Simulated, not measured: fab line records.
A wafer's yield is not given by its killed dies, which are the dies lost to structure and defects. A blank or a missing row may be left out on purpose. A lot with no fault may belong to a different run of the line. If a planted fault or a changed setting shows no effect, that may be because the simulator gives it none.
Split-lot study	flow n5-finfet	39 wafers read from 7 lots, route of 1938 steps

## ABOUT THE SPLIT
At N5_WELL_APT_EXPOSE_22 (exposes mask PWELL, defocus 0 nm, target cd 200 nm), the setting dose-mj was moved away from the recipe's 23.2 on 15 of the 39 wafers read, by -6.5% to +8.0%. For the rest of the wafers, this setting stayed at what the recipe calls for.

## FROM THE SPLIT TO THE READING: what the file shows between them, 3 steps
- N5_WELL_APT_PEB_23: peb time 90 s
- N5_WELL_APT_DEVELOP_24: develop time 45 s
- N5_WELL_APT_HARDBAKE_29: time 120 s

## THE READING
cd-nm at N5_WELL_APT_CD_MEAS_25, given in nm (cd target 200 nm). Fault-free wafers of this fab line usually give 200.6 nm, standard deviation 2 nm.

wafer	tool, chamber at the split	dose-mj as run	against the recipe	cd-nm, nm	against lot-mates on the recipe
L079.1	krf-scanner-01, 0	23.2	recipe	201.5	-
L079.2	krf-scanner-01, 0	23.2	recipe	203.1	-
L079.3	krf-scanner-01, 0	21.7	-6.5%	189.5	-12.1
L079.4	krf-scanner-01, 0	23.2	recipe	200.3	-
L079.5	krf-scanner-01, 0	21.7	-6.5%	187.5	-14.1
L079.6	krf-scanner-01, 0	21.7	-6.5%	187.1	-14.5
L080.1	krf-scanner-02, 0	23.2	recipe	199.4	-
L080.2	krf-scanner-02, 0	23.2	recipe	202.7	-
L080.3	krf-scanner-02, 0	22.65	-2.4%	197.5	-3.6
L080.4	krf-scanner-02, 0	23.2	recipe	201.1	-
L080.5	krf-scanner-02, 0	22.65	-2.4%	198.1	-3.0
L080.6	krf-scanner-02, 0	22.65	-2.4%	196.1	-5.0
L081.1	krf-scanner-02, 0	23.73	+2.3%	206.5	+3.5
L081.2	krf-scanner-02, 0	23.73	+2.3%	204.2	+1.2
L081.3	krf-scanner-02, 0	23.2	recipe	201.1	-
L081.4	krf-scanner-02, 0	23.73	+2.3%	202.9	-0.1
L081.5	krf-scanner-02, 0	23.2	recipe	204.6	-
L081.6	krf-scanner-02, 0	23.2	recipe	203.2	-
L085.1	krf-scanner-02, 0	25.05	+8.0%	216.1	+15.0
L085.2	krf-scanner-02, 0	23.2	recipe	201.0	-
L085.3	krf-scanner-02, 0	25.05	+8.0%	218.1	+17.0
L085.4	krf-scanner-02, 0	23.2	recipe	201.5	-
L085.5	krf-scanner-02, 0	25.05	+8.0%	216.6	+15.5
L085.6	krf-scanner-02, 0	23.2	recipe	200.7	-
L087.1	krf-scanner-01, 0	23.2	recipe	198.8	-
L087.2	krf-scanner-01, 0	23.2	recipe	200.0	-
L087.3	krf-scanner-01, 0	23.2	recipe	202.4	-
L087.4	krf-scanner-01, 0	23.2	recipe	198.4	-
L087.5	krf-scanner-01, 0	23.2	recipe	199.1	-
L087.6	krf-scanner-01, 0	23.2	recipe	201.0	-
L091.3	krf-scanner-02, 0	23.2	recipe	201.1	-
L091.5	krf-scanner-02, 0	23.2	recipe	201.1	-
L091.6	krf-scanner-02, 0	23.2	recipe	198.9	-
L097.1	krf-scanner-01, 0	23.2	recipe	198.5	-
L097.2	krf-scanner-01, 0	23.2	recipe	196.9	-
L097.3	krf-scanner-01, 0	24.53	+5.7%	211.8	+13.4
L097.4	krf-scanner-01, 0	24.53	+5.7%	209.7	+11.3
L097.5	krf-scanner-01, 0	23.2	recipe	199.8	-
L097.6	krf-scanner-01, 0	24.53	+5.7%	211.7	+13.3

FIT RESULTS
A straight line over all 39 wafers: cd-nm changes by +1.93 nm for each +1% of dose-mj; r = +0.97; the points scatter about the line by 1.6 nm.
The same after taking each lot's own level away (the mean of its wafers on the recipe; 39 wafers): +2.02 nm for each +1%; r = +0.98; scatter 1.5 nm.
Per that fit: largest dose-mj move, reading shift of 16 nm.
Across the lots, their own levels run from 198.40 to 202.97 nm, a range of 2.3 times the standard deviation given above.
The two slopes are in agreement: the lot-to-lot level therefore moves the slope only a little.
Check: for one of the wafers moved furthest among these (+8.0%), held out of the fit, the line's prediction against its lot-mates is +16.1 nm. Against them it came out at +15 nm.

## THE WHOLE CHAIN: every reading that the file lists as answering this split, in the file's order
step	what it does	reading	change (the file's fit)	r (the file's)
N5_WELL_APT_CD_MEAS_25	target cd 200 nm	cd-nm	+2.01 nm for each +1% of the setting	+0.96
N5_WELL_APT_DESCUM_30	chemistry O2, time 7.9 s	WELL_APT.cd-nm (the simulator's own value, which no gauge read)	+2 nm for each +1% of the setting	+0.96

## FILE'S OWN FIT
cd-nm changes by +2.01 nm for each +1% of dose-mj, r = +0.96.
